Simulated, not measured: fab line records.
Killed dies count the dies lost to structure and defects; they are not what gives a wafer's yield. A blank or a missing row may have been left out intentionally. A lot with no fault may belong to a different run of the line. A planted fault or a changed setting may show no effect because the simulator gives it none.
fab line records | flow nand-harc
record lots=15 wafers=43 last-day=24
route steps=1159 shown A_CONTACT@963 A_BLC@978
lots with no fault: from the same line, run without faults
start-h: the number of hours between the record's first day and the start of the first shown wafer of the lot | wait-h: hours elapsed since this lot's preceding step | " as in the row above | L1.1+2: a single row standing in for several wafers | - value missing, or start not given | * or withheld: withheld | < > ~ a bound
route shown NAME@n: names a module that has steps shown in the file, with the first one's number in the route | usual: mean and standard deviation over wafers with no fault | same: alike in all rows | chamber/n: place in a boat | sites: the reading at each site | _std_site: the values' standard deviation | _edge_site: mean of outer sites minus mean of inner sites | radius-mm: how far each site lies from the wafer's centre | mask NAME#n: copy n | behind: the tool/chamber that last shaped the wafer | hold: what put the lot on hold/how long, in hours/how the hold closed | device: transistor that didn't switch, given as n, p or np | end of line: the route-end tests of the same wafers | where a step has no rows: the recipe by itself | killed: not the wafer's yield, but the dies lost to structure and defects at the first sort | map: the dies of a wafer, with x for killed, . for not killed, _ for no die there
set.NAME: the setting the step ran with; set.NAME@STEP: the setting that earlier step ran with | model.NAME: the simulator's own value behind a step, which no gauge read
route steps across a sampled set of lots; one table per step, one row per wafer
services: when a tool's chamber went out of use (start-h, in hours from the record's first day, below 0 if earlier), for how many hours, and the reason
## steps
# step NHARC_A_CONTACT_INSPECT_23
# usual raw-defect-count=442/130
# columns lot.wafer tool chamber start-h wait-h raw-defect-count
L871.1 defect-inspect-02 - 398.69 0.1 381
L871.3 " - " " 319
L871.4 " - " " 450
L872.1 defect-inspect-01 - 404.51 0.1 448
L872.3 " - " " 446
L872.4 " - " " 527
L868.1 defect-inspect-02 - 410.48 0.1 341
L868.3 " - " " 353
L868.4 " - " " 445
L867.1 defect-inspect-02 - 411.67 0.1 459
L867.2 " - " " 445
L867.5 " - " " 450
L870.2 defect-inspect-02 - 412.85 0.1 469
L870.3 " - " " 564
L870.4 " - " " 771
L873.3 defect-inspect-01 - 422.70 0.1 424
L873.4 " - " " 365
L873.6 " - " " 414
L876.1 defect-inspect-02 - 433.41 0.1 393
L876.2 " - " " 421
L876.6 " - " " 862
L875.1 defect-inspect-01 - 439.63 0.1 280
L875.2 " - " " 283
L875.5 " - " " 322
L877.1 defect-inspect-02 - 445.52 0.1 300
L877.3 " - " " 394
L877.4 " - " " 395
L874.1 defect-inspect-01 - 445.99 0.1 374
L874.2 " - " " 581
L874.6 " - " " 458
L878.1 defect-inspect-01 - 457.75 0.1 504
L878.2 " - " " 417
L878.3 " - " " 394
L882.2 defect-inspect-02 - 458.22 0.1 357
L882.4 " - " " 544
L882.6 " - " " 520
L890.2 defect-inspect-02 - 516.68 0.1 301
L890.4 " - " " 403
L890.6 " - " " 350
L888.1 defect-inspect-02 - 521.76 0.1 297
L888.5 " - " " 236
L889.2 defect-inspect-02 - 525.32 0.1 600
L889.3 " - " " 360
# step NHARC_A_BLC_ETCH_16
# recipe target-depth-a=390 over-etch-frac=0.3 time-s=65 ion-energy-ev=80 cf4-flow-sccm=150 ar-flow-sccm=0 rf-w=300 bias-w=100 chemistry=CF4
# usual drypump-motor-current-A=5.6/0.48 oes-product-au=1.005/0.011 rf-vpp-V=151.1/1.3 showerhead-plenum-p-Torr=1.75/0.085 throttle-valve-pct=13.282/0.009
# columns lot.wafer tool chamber start-h wait-h drypump-motor-current-A oes-product-au rf-hours-counter-h rf-vpp-V showerhead-plenum-p-Torr throttle-valve-pct
L871.1 rie-diel-02 0 399.47 0.1 5.6 1.015 6 151.2 1.71 13.276
L871.3 " 1 " " 6.1 1.010 3 150.3 1.71 13.272
L871.4 " 2 " " 6.2 1.009 7 151.2 1.69 13.280
L872.1 rie-diel-04 1 405.19 0.1 5.2 1.004 12 152.2 1.79 13.292
L872.3 " 2 " " 5.9 1.002 12 154.3 1.87 13.277
L872.4 " 3 " " 6.0 1.006 11 150.7 1.68 13.273
L868.3 rie-diel-04 2 411.28 0.1 5.9 0.994 14 152.8 1.87 13.279
L868.1 " 0 " " 4.8 1.001 14 147.9 1.65 13.268
L868.4 " 0 " " 4.8 1.003 - 151.1 1.65 13.259
L867.2 rie-diel-04 3 412.34 0.1 6.0 1.004 13 149.1 1.68 13.268
L867.1 " 2 " " 5.8 0.982 15 153.0 1.87 13.289
L867.5 " 0 " " 4.8 0.984 - 149.5 1.65 13.277
L870.2 rie-diel-04 3 413.52 0.1 6.0 1.006 14 152.1 1.68 13.277
L870.3 " 0 " " 4.8 0.993 15 150.5 1.65 13.290
L870.4 " 2 " " 5.9 0.989 - 152.8 1.87 13.288
L873.3 rie-diel-04 2 423.38 0.1 5.8 0.983 16 153.9 1.87 13.282
L873.6 " 1 " " 5.2 1.012 - 151.2 1.79 13.279
L873.4 " 2 " " 5.9 0.985 - 152.8 1.87 13.280
L876.1 rie-diel-04 1 434.20 0.1 5.2 1.015 14 150.3 1.79 13.289
L876.2 " 3 " " 6.0 1.020 16 151.4 1.68 13.287
L876.6 " 0 " " 4.8 0.993 - 149.8 1.65 13.278
L875.1 rie-diel-02 3 440.44 0.1 5.8 1.006 12 151.5 1.86 13.274
L875.2 " 2 " " 6.2 1.019 12 151.3 1.69 13.288
L875.5 " 0 " " 5.5 1.027 - 150.9 1.71 13.278
L877.4 rie-diel-04 2 446.33 0.1 5.9 0.998 20 153.1 1.86 13.268
L877.1 " 0 " " 4.9 0.990 17 149.8 1.65 13.276
L877.3 " 1 " " 5.2 0.998 16 151.7 1.79 13.289
L874.1 rie-diel-02 0 446.79 0.2 5.5 1.014 13 149.5 1.71 13.288
L874.2 " 2 " " 6.2 1.014 13 151.2 1.69 13.283
L874.6 " 0 " " 5.5 1.006 - 150.1 1.71 13.287
L878.2 rie-diel-04 1 458.41 0.1 5.2 1.002 18 150.5 1.79 13.290
L878.1 " 2 " " 5.9 0.996 21 152.3 1.86 13.281
L878.3 " 3 " " 6.0 1.014 20 149.5 1.68 13.279
L882.4 rie-diel-04 2 459.16 0.2 5.9 1.000 22 151.3 1.86 13.279
L882.2 " 0 " " 4.8 1.000 20 150.9 1.65 13.279
L882.6 " 2 " " 5.9 0.995 - 152.0 1.86 13.270
L890.2 rie-diel-04 2 517.48 0.1 5.8 0.832 4 152.0 1.86 13.291
L890.4 " 3 " " 6.0 1.024 5 149.0 1.68 13.294
L890.6 " 3 " " 6.0 1.016 - 149.4 1.68 13.282
L888.1 rie-diel-04 1 522.43 0.1 5.2 1.015 4 153.3 1.79 13.302
L888.5 " 2 " " 5.9 0.826 - 151.5 1.86 13.287
L889.2 rie-diel-04 0 526.00 0.1 4.9 0.833 5 150.3 1.65 13.279
L889.3 " 1 " " 5.2 0.997 4 151.4 1.79 13.274
# step NHARC_A_BLC_ETCH_18
# recipe target-depth-a=9100 c4f8-flow-sccm=20 o2-flow-sccm=10 ar-flow-sccm=withheld rf-w=600 bias-w=1500 chemistry=C4F8/O2/Ar
# usual oes-product-au=0.952/0.026 rf-vpp-V=976/6.7
# columns lot.wafer tool chamber start-h wait-h oes-product-au rf-hours-counter-h rf-vpp-V
L871.3 rie-diel-02 0 - - 0.985 6 973
L871.4 " 1 " " 0.972 4 973
L871.1 " 3 " " 0.977 7 985
L872.1 rie-diel-04 0 - - 0.914 12 969
L872.3 " 2 " " 0.910 13 986
L872.4 " 3 " " 0.930 12 973
L868.3 rie-diel-04 2 - - 0.930 15 985
L868.1 " 0 " " 0.925 14 970
L868.4 " 2 " " 0.922 - 986
L867.2 rie-diel-04 3 - - 0.935 14 969
L867.1 " 0 " " 0.926 15 968
L867.5 " 0 " " 0.914 - 968
L870.2 rie-diel-04 0 - - 0.925 15 969
L870.3 " 3 " " 0.939 14 972
L870.4 " 0 " " 0.913 - 969
L873.3 rie-diel-04 2 - - 0.935 16 986
L873.4 " 1 " " 0.940 - 981
L873.6 " 3 " " 0.965 - 972
L876.2 rie-diel-04 3 - - 0.932 17 970
L876.1 " 1 " " 0.920 15 980
L876.6 " 3 " " 0.940 - 970
L875.2 rie-diel-02 0 - - 0.922 12 973
L875.1 " 2 " " 0.934 12 970
L875.5 " 0 " " 0.936 - 973
L877.3 rie-diel-04 1 - - 0.924 16 979
L877.1 " 2 " " 0.922 20 986
L877.4 " 3 " " 0.944 18 970
L874.2 rie-diel-02 1 - - 0.952 11 973
L874.1 " 2 " " 0.943 13 970
L874.6 " 3 " " 0.924 - 985
L878.1 rie-diel-04 2 - - 0.907 22 985
L878.3 " 3 " " 0.932 20 970
L878.2 " 0 " " 0.919 20 970
L882.2 rie-diel-04 2 - - 0.916 22 986
L882.4 " 0 " " 0.915 20 968
L882.6 " 3 " " 0.931 - 970
L890.2 rie-diel-04 2 - - 0.977 5 986
L890.4 " 1 " " 0.978 4 979
L890.6 " 3 " " 0.974 - 972
L888.1 rie-diel-04 0 - - 1.000 5 969
L888.5 " 1 " " 0.974 - 980
L889.2 rie-diel-04 0 - - 0.940 5 968
L889.3 " 2 " " 0.925 5 985
# step NHARC_A_BLC_CVD_24
# recipe target-thk-a=1500 temp-c=300 pressure-torr=40 wf6-flow-sccm=40 h2-flow-sccm=1600 ar-flow-sccm=1560 time-s=434 material=W
# usual chamber-pressure-Torr=40.01/0.093 heater-power-w=491/44 susceptor-temp-C=300.04/0.2 throttle-valve-pct=8.22/0.21
# columns lot.wafer tool chamber start-h wait-h chamber-pressure-Torr heater-power-w susceptor-temp-C throttle-valve-pct
L871.1 cvd-w-02 0 - - 39.84 447 300.04 8.46
L871.4 " 0 " " 39.94 428 300.10 8.29
L871.3 " 1 " " 40.10 496 300.72 8.24
L872.1 cvd-w-01 1 - - 40.01 531 300.01 7.79
L872.3 " 0 " " 39.93 545 299.89 8.16
L872.4 " 1 " " 40.01 527 300.21 7.84
L868.1 cvd-w-01 1 - - 40.08 516 - 8.30
L868.4 " 0 " " 40.19 542 - 8.20
L868.3 " 1 " " 39.92 525 - 7.94
L867.2 cvd-w-01 0 - - 39.91 554 300.07 7.87
L867.1 " 1 " " 39.91 531 299.94 8.07
L867.5 " 1 " " 39.98 519 300.02 7.94
L870.2 cvd-w-02 1 - - 40.07 485 300.10 8.67
L870.4 " 0 " " 39.94 441 300.23 8.27
L870.3 " 1 " " 39.98 480 299.89 8.13
L873.3 cvd-w-02 0 - - 40.06 444 299.95 8.40
L873.4 " 1 " " 40.13 481 300.26 8.27
L873.6 " 1 " " 40.11 489 299.87 8.38
L876.2 cvd-w-01 1 - - 39.89 527 299.75 7.69
L876.1 " 0 " " 39.96 542 300.03 8.39
L876.6 " 1 " " 39.99 523 299.84 7.76
L875.2 cvd-w-02 1 - - 39.97 482 299.76 8.26
L875.1 " 0 " " 40.09 436 299.94 8.09
L875.5 " 0 " " 40.02 438 300.08 7.99
L877.1 cvd-w-02 1 - - 39.81 485 299.98 8.39
L877.4 " 1 " " 39.72 484 299.77 8.33
L877.3 " 0 " " 40.16 431 300.01 8.23
L874.1 cvd-w-01 1 - - 40.00 529 - 7.75
L874.2 " 0 " " 40.08 558 - 7.92
L874.6 " 1 " " 40.00 527 - 8.12
L878.2 cvd-w-01 1 - - 40.06 520 299.92 8.03
L878.1 " 0 " " 39.92 566 299.89 8.25
L878.3 " 1 " " 40.13 541 299.89 7.99
L882.2 cvd-w-02 1 - - 39.88 483 - 8.18
L882.4 " 1 " " 39.93 475 - 8.34
L882.6 " 0 " " 40.06 438 - 8.12
L890.2 cvd-w-02 0 - - 39.98 449 300.03 8.30
L890.4 " 1 " " 40.05 501 300.12 8.28
L890.6 " 0 " " 39.91 442 299.79 8.13
L888.1 cvd-w-02 1 - - 39.99 498 - 8.50
L888.5 " 1 " " 39.82 497 - 8.27
L889.2 cvd-w-02 0 - - 40.10 439 300.02 8.14
L889.3 " 1 " " 40.01 504 299.95 8.11
## services
# columns tool chamber start-h hours kind
cvd-w-02 - 378.19 13.0 pm
rie-diel-04 0 395.90 - clean
rie-diel-04 1 395.90 - clean
rie-diel-04 2 395.90 - clean
rie-diel-04 3 395.90 - clean
rie-diel-04 1 407.88 12.2 repair
rie-diel-04 0 420.39 6.2 repair
rie-diel-04 1 420.40 - clean
rie-diel-04 2 420.40 - clean
rie-diel-04 3 420.40 - clean
rie-diel-04 0 444.90 - clean
rie-diel-04 1 444.90 - clean
rie-diel-04 2 444.90 - clean
rie-diel-04 3 444.90 - clean
rie-diel-02 - 455.70 0.8 repair
rie-diel-04 - 465.90 9.0 pm
rie-diel-04 0 465.90 9.0 vent-cycle
rie-diel-04 1 465.90 9.0 vent-cycle
rie-diel-04 2 465.90 9.0 vent-cycle
rie-diel-04 3 465.90 9.0 vent-cycle
rie-diel-04 0 474.90 - clean
rie-diel-04 1 474.90 - clean
cvd-w-01 - 475.58 13.0 pm
rie-diel-02 - 504.89 9.0 pm
## key
first-sign step=NHARC_A_BLC_ETCH_16 reading=oes-product-au direction=down sigmas=15 usual=1.005 struck=0.830
effect none on later readings
met-at NHARC_A_BLC_ETCH_16
struck-lots L888,L889,L890
struck-wafers L888.5,L889.2,L890.2
sort-left-out L888.5,L889.2,L890.2
tester-left-out L888,L889,L890
not-acting-at NHARC_A_CONTACT_INSPECT_23,NHARC_A_BLC_ETCH_18,NHARC_A_BLC_CVD_24
onset-between 459.16 517.48
fault kind=process-parameter-drift tool=rie-diel-04 chamber=- onset-h=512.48 steps=NHARC_A_BLC_ETCH_16 channel=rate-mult offset=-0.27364 shape=step end-h=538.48 scope=struck-wafers-only
# tester-left-out: of these lots the tester's yield and bins aren't shown, on N5 and GAA mostly nor the transistor test; their killed dies are dies lost to structure and defects alone, not to doping, threshold or leakage, so they don't give the yield
# sort-left-out: the simulated sort isn't trusted on such a fault, so these wafers' sort isn't shown, and their yield isn't known
